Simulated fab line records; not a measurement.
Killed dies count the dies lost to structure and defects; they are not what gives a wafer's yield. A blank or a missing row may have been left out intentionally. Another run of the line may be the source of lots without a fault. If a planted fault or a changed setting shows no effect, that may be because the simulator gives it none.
Chamber matching | flow nand harc | cmp-02 running NHARC_P_M0_CMP_23: 4 sister chambers
The step polishes, t overpolish 20 s, target thk 117.53 nm. 8 wafers are shown with their chamber, then 8 later ones without.

EACH WAFER AND ITS CHAMBER
wafer  | chamber | motor current A (A) | time to endpoint s (s)
L078.5 | 1       | 11.6                | 28.1
L080.2 | 1       | 12.6                | 30.6
L080.5 | 3       | 12.7                | 30.7
L087.5 | 0       | 12.7                | 32.3
L088.3 | 0       | 12.3                | 29.5
L088.4 | 3       | 11.1                | 30.1
L088.6 | 2       | 12.7                | 28.5
L090.1 | 2       | 12.8                | 27.2

WAFERS MISSING THEIR CHAMBER
wafer  | motor current A (A) | time to endpoint s (s)
L090.2 | 11.9                | 32.2
L090.6 | 12.3                | 32.7
L092.2 | 12.1                | 26.4
L092.3 | 12.7                | 27.8
L092.6 | 11.9                | 27.1
L096.1 | 12.6                | 26.9
L096.3 | 11.5                | 28.2
L096.4 | 12.0                | 28.3

THE CHAMBER EACH PASSED THROUGH
wafer  | from the rows above               | in truth
L090.2 | can't be placed: 3 or 0 or 1      | 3
L090.6 | can't be placed: 0 or 3 or 1      | 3
L092.2 | can't be placed: 2 or 1 or 3 or 0 | 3
L092.3 | can't be placed: 2 or 1           | 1
L092.6 | can't be placed: 2 or 1 or 3 or 0 | 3
L096.1 | can't be placed: 2 or 1 or 3      | 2
L096.3 | can't be placed: 1 or 3 or 2 or 0 | 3
L096.4 | can't be placed: 1 or 2 or 3 or 0 | 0
0 of 8 placed correctly. From these rows, 8 cannot be placed; in 8 the true chamber is one of the candidates. Number placed wrongly: 0.
How it was worked out, from the rows above alone: a wafer's distance from a chamber is the root of the sum, over the readings, of the square of ((its reading less the chamber's mean) divided by the reading's scatter). The wafer belongs to the nearest chamber; if the next one is less than 2 further off, it can't be placed. The mean given for a chamber averages the wafers shown for that chamber. The scatter: the root of (the sum of the squares of (reading less its chamber's mean) over the shown wafers, divided by (wafers less chambers)).
